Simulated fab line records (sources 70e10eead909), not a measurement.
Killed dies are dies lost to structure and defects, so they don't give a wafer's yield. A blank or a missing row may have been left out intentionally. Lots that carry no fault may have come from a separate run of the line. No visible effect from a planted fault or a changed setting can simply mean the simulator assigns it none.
Which tool did it? | flow nand_harc | 14 lots with 42 wafers sampled at 5 steps, on a route of 1159 steps

## WHAT THE GAUGES READ, wafer by wafer
NHARC_A_BLC_INSPECT_28. Usual: raw_defect_count reads 427 (standard deviation 130).
lot  | measured     | on                | raw_defect_count | flag
L622 | day 17 15:59 | defect_inspect-01 | 412 418 332      |
L625 | day 17 21:03 | defect_inspect-01 | 348 393 504      |
L624 | day 17 22:22 | defect_inspect-02 | 543 337 658      |
L621 | day 17 22:50 | defect_inspect-01 | 344 381 340      |
L635 | day 20 19:31 | defect_inspect-01 | 389 371 341      |
L637 | day 20 22:02 | defect_inspect-02 | 673 392 360      |
L634 | day 21 01:04 | defect_inspect-01 | 421 351 340      |
L638 | day 21 22:59 | defect_inspect-02 | 322 405 328      |
L639 | day 22 03:30 | defect_inspect-01 | 480 391 370      |
L640 | day 22 03:43 | defect_inspect-02 | 500 425 563      |
L643 | day 22 17:46 | defect_inspect-02 | 291 289 281      |
L641 | day 22 23:17 | defect_inspect-02 | 336 641 529      |
L642 | day 23 03:08 | defect_inspect-01 | 427 726 601      |
L644 | day 23 20:52 | defect_inspect-02 | 600 462 590      |

## WHICH TOOL RAN EACH LOT (tool, then ch and the chambers of the sampled wafers, then the start)
lot  | NHARC_A_CONTACT_ETCH_136             | NHARC_A_BLC_ETCH_18                           | NHARC_A_BLC_CVD_24            | NHARC_A_BLC_CMP_25
L622 | har_cap_etch-02 ch 0,1, day 17 05:09 | rie_diel-12 ch 0,2,3, day 17 15:07 or earlier | cvd_w-02 ch 0,1, day 17 15:07 | cmp-02 ch 0,1,3, day 17 15:38
L625 | har_cap_etch-03 ch 1, day 17 11:12   | rie_diel-02 ch 1,2,3, day 17 19:28 or earlier | cvd_w-02 ch 0, day 17 19:28   | cmp-02 ch 0,2,3, day 17 20:40
L624 | har_cap_etch-03 ch 0,1, day 17 13:47 | rie_diel-02 ch 1,2, day 17 20:41 or earlier   | cvd_w-02 ch 0,1, day 17 20:41 | cmp-01 ch 0,3, day 17 21:58
L621 | har_cap_etch-02 ch 0,1, day 17 14:46 | rie_diel-04 ch 0,2, day 17 21:28 or earlier   | cvd_w-01 ch 0, day 17 21:28   | cmp-01 ch 0,1,2, day 17 22:29
L635 | har_cap_etch-02 ch 0,1, day 20 11:00 | rie_diel-02 ch 1,2, day 20 18:35 or earlier   | cvd_w-01 ch 0,1, day 20 18:35 | cmp-04 ch 0,1,3, day 20 19:08
L637 | har_cap_etch-03 ch 0,1, day 20 12:29 | rie_diel-02 ch 0,1,2, day 20 20:40 or earlier | cvd_w-02 ch 0, day 20 20:40   | cmp-01 ch 0,1,3, day 20 21:38
L634 | har_cap_etch-01 ch 0,1, day 20 17:24 | rie_diel-02 ch 0,1,3, day 21 00:07 or earlier | cvd_w-02 ch 0, day 21 00:07   | cmp-02 ch 1,2, day 21 00:40
L638 | har_cap_etch-02 ch 0,1, day 21 03:20 | rie_diel-02 ch 0,1,2, day 21 22:07 or earlier | cvd_w-01 ch 0,1, day 21 22:07 | cmp-02 ch 1,2,3, day 21 22:35
L639 | har_cap_etch-02 ch 0,1, day 21 15:32 | rie_diel-04 ch 0,1, day 22 02:43 or earlier   | cvd_w-02 ch 0,1, day 22 02:43 | cmp-02 ch 0,1,2, day 22 03:07
L640 | har_cap_etch-03 ch 0,1, day 21 16:10 | rie_diel-04 ch 1,3, day 22 02:47 or earlier   | cvd_w-01 ch 0,1, day 22 02:47 | cmp-04 ch 1,2, day 22 03:18
L643 | har_cap_etch-03 ch 0,1, day 22 06:34 | rie_diel-02 ch 0,1,3, day 22 16:59 or earlier | cvd_w-02 ch 0,1, day 22 16:59 | cmp-04 ch 0,2, day 22 17:23
L641 | har_cap_etch-02 ch 0,1, day 22 10:19 | rie_diel-04 ch 0,2,3, day 22 22:21 or earlier | cvd_w-02 ch 0,1, day 22 22:21 | cmp-01 ch 0,2,3, day 22 22:53
L642 | har_cap_etch-03 ch 0,1, day 22 16:09 | rie_diel-04 ch 2,3, day 23 02:20 or earlier   | cvd_w-02 ch 0,1, day 23 02:20 | cmp-04 ch 0,1,2, day 23 02:47
L644 | har_cap_etch-02 ch 0,1, day 23 12:54 | rie_diel-02 ch 0,2,3, day 23 20:02 or earlier | cvd_w-02 ch 0,1, day 23 20:02 | cmp-02 ch 0,1,3, day 23 20:29
- NHARC_A_CONTACT_ETCH_136: etches the open film in C4F8/O2/Ar, time 132 s, target depth 1287 nm.
- NHARC_A_BLC_ETCH_18: etches the open film in C4F8/O2/Ar, target depth 910 nm.
- NHARC_A_BLC_CVD_24: deposits W, target thk 150 nm, time 434 s.
- NHARC_A_BLC_CMP_25: polishes, t overpolish 30 s, target thk 150 nm.

## AS READ BY THE TOOLS THEMSELVES (means over the sampled wafers that have a number; for cases with no such wafer, the mark the record gives instead)
NHARC_A_BLC_ETCH_18. Usual: oes_product_au 0.950 a.u., standard deviation 0.025; rf_vpp_V 978 V, standard deviation 6.9.
lot  | tool        | oes_product_au (a.u.) | rf_vpp_V (V) | flag
L622 | rie_diel-12 | 0.934                 | 983          |
L625 | rie_diel-02 | 0.965                 | 981          |
L624 | rie_diel-02 | 0.970                 | 983          |
L621 | rie_diel-04 | 0.972                 | 969          |
L635 | rie_diel-02 | 0.913                 | 979          |
L637 | rie_diel-02 | 0.915                 | 983          |
L634 | rie_diel-02 | 0.920                 | 984          |
L638 | rie_diel-02 | 0.913                 | 983          |
L639 | rie_diel-04 | 0.963                 | 972          |
L640 | rie_diel-04 | 0.963                 | 974          |
L643 | rie_diel-02 | 0.959                 | 985          |
L641 | rie_diel-04 | 0.978                 | 969          |
L642 | rie_diel-04 | 0.964                 | 970          |
L644 | rie_diel-02 | 0.955                 | 980          |

NHARC_A_BLC_CVD_24. Usual: chamber_pressure_Torr 39.98 Torr, standard deviation 0.078; heater_power_w 471 W, standard deviation 36; throttle_valve_pct 8.12 %, standard deviation 0.27.
lot  | tool     | chamber_pressure_Torr (Torr) | heater_power_w (W) | throttle_valve_pct (%) | flag
L622 | cvd_w-02 | 39.93                        | 468                | 7.74                   |
L625 | cvd_w-02 | 40.02                        | 423                | 8.24                   |
L624 | cvd_w-02 | 39.95                        | 446                | 8.02                   |
L621 | cvd_w-01 | 39.98                        | 509                | 7.95                   |
L635 | cvd_w-01 | 39.91                        | 494                | 8.38                   |
L637 | cvd_w-02 | 39.97                        | 427                | 8.34                   |
L634 | cvd_w-02 | 39.95                        | 425                | 8.42                   |
L638 | cvd_w-01 | 40.05                        | 465                | 8.04                   |
L639 | cvd_w-02 | 39.98                        | 472                | 7.88                   |
L640 | cvd_w-01 | 40.01                        | 482                | 7.98                   |
L643 | cvd_w-02 | 39.93                        | 451                | 8.21                   |
L641 | cvd_w-02 | 39.97                        | 472                | 7.95                   |
L642 | cvd_w-02 | 40.05                        | 472                | 8.05                   |
L644 | cvd_w-02 | 39.96                        | 486                | 7.98                   |

NHARC_A_BLC_CMP_25. Usual: motor_current_A 11.3 A, standard deviation 1.1; overpolish_run_s 30.000 s, standard deviation 0.01; retaining_ring_pressure_frac 1.000, standard deviation 0.0051; time_to_endpoint_s 29.0 s, standard deviation 2.3.
lot  | tool   | motor_current_A (A) | overpolish_run_s (s) | retaining_ring_pressure_frac | time_to_endpoint_s (s) | flag
L622 | cmp-02 | 10.5                | 30.003               | 1.002                        | 29.1                   |
L625 | cmp-02 | 11.3                | 30.002               | 1.001                        | 59.1                   | OFF
L624 | cmp-01 | 11.3                | 30.007               | 1.000                        | 58.1                   | OFF
L621 | cmp-01 | 11.8                | 29.997               | 1.004                        | 27.0                   |
L635 | cmp-04 | 11.0                | 29.994               | 0.998                        | 29.8                   |
L637 | cmp-01 | 11.0                | 30.006               | 1.000                        | 33.0                   |
L634 | cmp-02 | 11.3                | 29.995               | 1.003                        | 28.8                   |
L638 | cmp-02 | 11.3                | 30.000               | 0.997                        | 27.9                   |
L639 | cmp-02 | 11.2                | 30.000               | 0.992                        | 29.4                   |
L640 | cmp-04 | 13.0                | 30.007               | 0.999                        | 29.6                   |
L643 | cmp-04 | 12.5                | 30.007               | 0.999                        | 28.7                   |
L641 | cmp-01 | 12.1                | 29.998               | 1.000                        | 29.1                   |
L642 | cmp-04 | 11.8                | 30.005               | 0.999                        | 27.0                   |
L644 | cmp-02 | 10.5                | 30.002               | 1.000                        | 29.5                   |

## THE ANSWER, worked out from the rows above alone
Rule: a lot counts as off when the mean over its wafers that have a number is more than 3 standard deviations away from the usual mean. A lot without any number at a reading at which 4 lots or more have one is off too. All remaining lots with rows at the step are treated as sound. Order of review: gauges by route order, followed by the tools' own readings, for which a lot's mean as printed above is used. At the first step where some lot is off, the reading lying furthest off is the one used; lots without a number count as furthest.
Off, at NHARC_A_BLC_CMP_25 on time_to_endpoint_s: L625, L624.
A tool fits if, at that step or a process step before it, it ran every lot that is off, and no sound lot after the first of them. With no start given for some of its lots, NHARC_A_BLC_ETCH_18 uses the hours and lot order of NHARC_A_BLC_CVD_24. No candidate that was tried fits.

## WHAT WAS PUT IN BY THE SIMULATOR
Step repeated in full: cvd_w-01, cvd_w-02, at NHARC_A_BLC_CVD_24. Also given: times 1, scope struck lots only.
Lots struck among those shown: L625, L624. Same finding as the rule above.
